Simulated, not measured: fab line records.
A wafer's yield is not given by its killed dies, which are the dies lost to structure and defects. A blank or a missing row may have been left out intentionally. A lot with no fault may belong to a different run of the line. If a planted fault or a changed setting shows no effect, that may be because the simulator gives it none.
The tool behind it: which one? | flow n5Finfet | 72 wafers from 24 lots sampled at 5 of the route's 1938 steps

== WHAT THE GAUGES SHOWED, per wafer ==
N5_BEOL_M15_OVL_MEAS_29. Usual: M15_OVL -5 nm, standard deviation 5.8.
lot  | measured     | on         | M15_OVL (nm) | flag
L074 | day 14 21:17 | overlay-01 | -10 -3 -4    | 
L077 | day 15 11:56 | overlay-02 | -3 -5 3      | 
L075 | day 15 14:32 | overlay-02 | -3 1 -5      | 
L076 | day 15 18:46 | overlay-01 | -8 -14 -10   | 
L078 | day 16 02:02 | overlay-02 | -3 0 -8      | 
L080 | day 16 14:25 | overlay-02 | 1 6 5        | 
L082 | day 17 01:27 | overlay-02 | -8 -6 -7     | 
L079 | day 17 04:55 | overlay-02 | -13 -6 -10   | 
L086 | day 17 21:37 | overlay-02 | -12 0 -1     | 
L081 | day 18 01:33 | overlay-01 | -2 -1 -3     | 
L083 | day 18 07:23 | overlay-02 | -14 0 -8     | 
L084 | day 18 08:04 | overlay-01 | 7 7 -7       | 
L090 | day 18 19:37 | overlay-02 | -3 -4 -16    | 
L085 | day 18 21:52 | overlay-02 | -7 -11 -6    | 
L089 | day 19 17:28 | overlay-02 | -1 -1 -8     | 
L087 | day 19 17:37 | overlay-02 | -5 -14 0     | 
L088 | day 19 19:42 | overlay-02 | -3 -11 -14   | 
L091 | day 19 20:29 | overlay-02 | -6 0 -12     | 
L096 | day 20 05:25 | overlay-02 | -11 -5 -9    | 
L092 | day 20 09:47 | overlay-02 | -5 -14 -14   | 
L094 | day 20 10:17 | overlay-02 | -12 -16 -10  | 
L093 | day 20 16:33 | overlay-02 | 6 -5 -4      | 
L095 | day 20 17:24 | overlay-02 | -7 -4 -3     | 
L097 | day 21 05:03 | overlay-02 | -9 -11 -11   | 

N5_BEOL_M15_INSPECT_30: inspects for defects (macro). Usual: rawDefectCount 2.1, standard deviation 1.3.
lot  | measured     | on               | rawDefectCount | flag
L074 | day 14 21:19 | defectInspect-01 | 2 2 3          | 
L077 | day 15 11:58 | defectInspect-01 | 3 4 3          | 
L075 | day 15 14:33 | defectInspect-02 | 2 4 1          | 
L076 | day 15 18:47 | defectInspect-02 | 2 1 1          | 
L078 | day 16 02:04 | defectInspect-01 | 4 3 5          | 
L080 | day 16 14:26 | defectInspect-02 | 1 1 2          | 
L082 | day 17 01:29 | defectInspect-02 | 4 1 1          | 
L079 | day 17 04:56 | defectInspect-01 | 0 1 2          | 
L086 | day 17 21:38 | defectInspect-01 | 4 3 0          | 
L081 | day 18 01:35 | defectInspect-01 | 3 3 3          | 
L083 | day 18 07:25 | defectInspect-02 | 3 2 0          | 
L084 | day 18 08:05 | defectInspect-01 | 3 2 4          | 
L090 | day 18 19:39 | defectInspect-02 | 2 3 0          | 
L085 | day 18 21:53 | defectInspect-02 | 1 2 2          | 
L089 | day 19 17:29 | defectInspect-01 | 2 0 1          | 
L087 | day 19 17:38 | defectInspect-01 | 1 2 1          | 
L088 | day 19 19:44 | defectInspect-02 | 2 5 4          | 
L091 | day 19 20:31 | defectInspect-01 | 0 3 1          | 
L096 | day 20 05:26 | defectInspect-01 | 0 2 4          | 
L092 | day 20 09:49 | defectInspect-02 | 3 3 2          | 
L094 | day 20 10:18 | defectInspect-01 | 0 1 1          | 
L093 | day 20 16:34 | defectInspect-01 | 2 1 3          | 
L095 | day 20 17:25 | defectInspect-01 | 0 3 1          | 
L097 | day 21 05:04 | defectInspect-02 | 0 1 3          | 

N5_MIM_TOP_LITHO_CD_MEAS_08: the cd target is 2000 nm. Usual: cdNm 2001.2 nm, standard deviation 2.1.
lot  | measured     | on       | cdNm (nm)            | flag
L074 | day 15 10:20 | cdSem-02 | 2002.5 2000.8 1999.4 | 
L077 | day 15 18:44 | cdSem-02 | 1999.9 2002.3 2003.0 | 
L075 | day 15 23:09 | cdSem-03 | 1999.0 2000.5 1997.2 | 
L076 | day 15 23:28 | cdSem-03 | 2003.7 1998.9 2004.2 | 
L078 | day 16 06:11 | cdSem-02 | 2000.7 2003.8 2002.9 | 
L080 | day 16 22:44 | cdSem-03 | 2002.4 1998.9 1997.0 | 
L082 | day 17 10:00 | cdSem-03 | 2003.2 2004.9 2005.7 | 
L079 | day 17 15:27 | cdSem-02 | 2000.8 2001.7 2001.5 | 
L086 | day 18 03:31 | cdSem-02 | 1999.5 2001.3 2001.1 | 
L081 | day 18 09:56 | cdSem-02 | 1999.0 2003.0 2000.6 | 
L083 | day 18 17:14 | cdSem-01 | 2002.9 2002.6 2003.9 | 
L084 | day 18 17:49 | cdSem-02 | 2000.4 2001.3 2000.5 | 
L090 | day 19 03:15 | cdSem-02 | 2001.6 2004.2 2002.3 | 
L085 | day 19 08:03 | cdSem-02 | 2001.7 1999.9 2002.3 | 
L089 | day 20 01:16 | cdSem-02 | 2000.2 2001.0 2000.3 | 
L087 | day 20 01:43 | cdSem-02 | 2000.9 1997.5 1999.0 | 
L088 | day 20 03:04 | cdSem-02 | 1998.8 2000.4 1997.8 | 
L091 | day 20 05:32 | cdSem-02 | 2002.6 2002.2 2001.7 | 
L096 | day 20 12:53 | cdSem-02 | 2006.1 2004.5 2002.4 | 
L092 | day 20 23:31 | cdSem-01 | 2002.4 2003.1 2002.4 | 
L094 | day 21 04:43 | cdSem-01 | 1999.7 1999.3 2000.1 | 
L093 | day 21 04:55 | cdSem-01 | 2001.9 2000.2 2002.3 | 
L095 | day 21 05:24 | cdSem-03 | 2003.1 2002.2 1999.7 | 
L097 | day 21 15:07 | cdSem-02 | 2003.8 2001.7 2001.5 | 

== TOOL THAT RAN EACH LOT (tool first, then ch and the chambers of the sampled wafers, then the start) ==
lot  | N5_BEOL_M15_DESCUM_33             | N5_BEOL_M15_SPUTTER_43
L074 | rieDiel-06 ch 0,1,3, day 14 21:52 | pvdSputter-01, day 15 05:28
L077 | rieDiel-06 ch 1,2, day 15 12:00   | pvdSputter-01, day 15 13:23
L075 | rieDiel-06 ch 0,2,3, day 15 14:47 | pvdSputter-01, day 15 18:24
L076 | rieDiel-05 ch 0,3, day 15 18:55   | pvdSputter-02, day 15 19:40
L078 | rieDiel-02 ch 0,1,2, day 16 02:06 | pvdSputter-01, day 16 02:50
L080 | rieDiel-02 ch 0,1,3, day 16 14:29 | pvdSputter-01, day 16 17:49
L082 | rieDiel-05 ch 1,2,3, day 17 01:32 | pvdSputter-02, day 17 05:47
L079 | rieDiel-06 ch 0,1,2, day 17 05:24 | pvdSputter-02, day 17 08:10
L086 | rieDiel-05 ch 1,2,3, day 17 21:48 | pvdSputter-03, day 17 23:00
L081 | rieDiel-02 ch 1,2, day 18 01:37   | pvdSputter-03, day 18 02:26
L083 | rieDiel-06 ch 2,3, day 18 07:31   | pvdSputter-01, day 18 10:34
L084 | rieDiel-02 ch 0,3, day 18 08:07   | pvdSputter-03, day 18 10:44
L090 | rieDiel-02 ch 0,1,3, day 18 19:41 | pvdSputter-01, day 18 20:51
L085 | rieDiel-05 ch 1,2,3, day 18 21:55 | pvdSputter-03, day 19 02:20
L089 | rieDiel-06 ch 0,1,3, day 19 17:53 | pvdSputter-01, day 19 19:31
L087 | rieDiel-06 ch 0,2, day 19 18:07   | pvdSputter-02, day 19 20:05
L088 | rieDiel-02 ch 0,2,3, day 19 20:45 | pvdSputter-01, day 19 22:53
L091 | rieDiel-06 ch 1,2,3, day 19 21:08 | pvdSputter-02, day 19 22:55
L096 | rieDiel-05 ch 1,2,3, day 20 05:29 | pvdSputter-03, day 20 06:43
L092 | rieDiel-06 ch 0,2, day 20 09:52   | pvdSputter-02, day 20 18:37
L094 | rieDiel-05 ch 1,2, day 20 10:25   | pvdSputter-03, day 20 22:23
L093 | rieDiel-05 ch 1,2, day 20 16:37   | pvdSputter-02, day 20 22:35
L095 | rieDiel-06 ch 0,1,3, day 20 17:29 | pvdSputter-02, day 20 23:02
L097 | rieDiel-02 ch 2,3, day 21 05:35   | pvdSputter-02, day 21 09:55
- N5_BEOL_M15_DESCUM_33: chemistry O2, time 7.9 s.
- N5_BEOL_M15_SPUTTER_43: material TaN, target thk 15 nm, time 24.19 s.

== AS READ BY THE TOOLS THEMSELVES (means over the sampled wafers that have a number; for cases with no such wafer, the mark the record gives instead) ==
N5_BEOL_M15_DESCUM_33. Usual: drypumpMotorCurrentA 5.6 A, standard deviation 0.43; oesProductAu 0.80 a.u., standard deviation 0.09; rfVppV 243.4 V, standard deviation 1.4; showerheadPlenumPTorr 2.11 Torr, standard deviation 0.084; throttleValvePct 20.37 %, standard deviation 0.25.
lot  | tool       | drypumpMotorCurrentA (A) | oesProductAu (a.u.) | rfVppV (V) | showerheadPlenumPTorr (Torr) | throttleValvePct (%) | flag
L074 | rieDiel-06 | 5.8                      | 0.79                | 242.9      | 2.12                         | 20.36                | 
L077 | rieDiel-06 | 5.6                      | 0.82                | 244.1      | 2.14                         | 20.14                | 
L075 | rieDiel-06 | 5.8                      | 0.85                | 242.9      | 2.07                         | 20.22                | 
L076 | rieDiel-05 | 5.3                      | 0.69                | 241.2      | 1.98                         | 20.58                | 
L078 | rieDiel-02 | 5.4                      | 0.86                | 243.8      | 2.20                         | 20.50                | 
L080 | rieDiel-02 | 5.6                      | 0.81                | 243.9      | 2.15                         | 20.65                | 
L082 | rieDiel-05 | 5.8                      | 0.79                | 242.7      | 2.08                         | 20.24                | 
L079 | rieDiel-06 | 5.6                      | 0.80                | 243.4      | 2.09                         | 20.21                | 
L086 | rieDiel-05 | 5.8                      | 0.77                | 244.1      | 2.08                         | 20.26                | 
L081 | rieDiel-02 | 5.9                      | 0.81                | 243.4      | 2.19                         | 20.45                | 
L083 | rieDiel-06 | 5.9                      | 0.86                | 243.3      | 2.08                         | 20.21                | 
L084 | rieDiel-02 | 5.4                      | 0.81                | 243.0      | 2.07                         | 20.72                | 
L090 | rieDiel-02 | 5.6                      | 0.81                | 243.6      | 2.14                         | 20.68                | 
L085 | rieDiel-05 | 5.8                      | 0.76                | 244.6      | 2.08                         | 20.28                | 
L089 | rieDiel-06 | 5.8                      | 0.76                | 243.3      | 2.11                         | 20.41                | 
L087 | rieDiel-06 | 5.7                      | 0.78                | 242.8      | 2.04                         | 20.31                | 
L088 | rieDiel-02 | 5.2                      | 0.84                | 244.2      | 2.12                         | 20.58                | 
L091 | rieDiel-06 | 5.8                      | 0.81                | 243.6      | 2.10                         | 20.20                | 
L096 | rieDiel-05 | 5.8                      | 0.75                | 243.7      | 2.07                         | 20.28                | 
L092 | rieDiel-06 | 5.6                      | 0.83                | 242.1      | 2.03                         | 20.10                | 
L094 | rieDiel-05 | 5.9                      | 0.76                | 244.3      | 2.14                         | 20.31                | 
L093 | rieDiel-05 | 5.7                      | 0.80                | 244.0      | 2.12                         | 20.22                | 
L095 | rieDiel-06 | 5.8                      | 0.76                | 243.6      | 2.11                         | 20.43                | 
L097 | rieDiel-02 | 5.2                      | 0.82                | 242.4      | 2.08                         | 20.44                | 

N5_BEOL_M15_SPUTTER_43. Usual: chamberPressurePa 0.11999 Pa, standard deviation 0.00023; throttleValvePct 29.9 %, standard deviation 0.68.
lot  | tool          | chamberPressurePa (Pa) | throttleValvePct (%) | flag
L074 | pvdSputter-01 | 0.12005                | 30.0                 | 
L077 | pvdSputter-01 | 0.11995                | 29.7                 | 
L075 | pvdSputter-01 | 0.12006                | 30.0                 | 
L076 | pvdSputter-02 | 0.11997                | 30.1                 | 
L078 | pvdSputter-01 | 0.11994                | 29.9                 | 
L080 | pvdSputter-01 | 0.11999                | 29.6                 | 
L082 | pvdSputter-02 | 0.11994                | 29.6                 | 
L079 | pvdSputter-02 | 0.11976                | 30.0                 | 
L086 | pvdSputter-03 | 0.11988                | 30.1                 | 
L081 | pvdSputter-03 | 0.11988                | 29.0                 | 
L083 | pvdSputter-01 | 0.12007                | 30.6                 | 
L084 | pvdSputter-03 | 0.12014                | 30.0                 | 
L090 | pvdSputter-01 | 0.12010                | 29.4                 | 
L085 | pvdSputter-03 | 0.12001                | 29.5                 | 
L089 | pvdSputter-01 | 0.11977                | 29.9                 | 
L087 | pvdSputter-02 | 0.11993                | 30.3                 | 
L088 | pvdSputter-01 | 0.11989                | 30.6                 | 
L091 | pvdSputter-02 | 0.12009                | 29.5                 | 
L096 | pvdSputter-03 | 0.11983                | 30.1                 | 
L092 | pvdSputter-02 | 0.11985                | 29.8                 | 
L094 | pvdSputter-03 | 0.11984                | 30.1                 | 
L093 | pvdSputter-02 | 0.11983                | 30.0                 | 
L095 | pvdSputter-02 | 0.12006                | 30.1                 | 
L097 | pvdSputter-02 | 0.11993                | 29.9                 | 

== THE ANSWER, worked out from the rows above alone ==
Rule: lot off if the mean of its wafers having a number is beyond 3 standard deviations from the usual mean. Also off: a lot with no number at a reading for which 4 or more lots have one. All remaining lots with rows at the step are treated as sound. First the gauges in route order, then the tools' own readings, where a lot's mean is used as printed above. At the first step where some lot is off, the reading lying furthest off is the one used; lots without a number count as furthest.
None of the lots is off at any reading shown; this tells nothing.

== WHAT HAD BEEN PUT IN BY THE SIMULATOR ==
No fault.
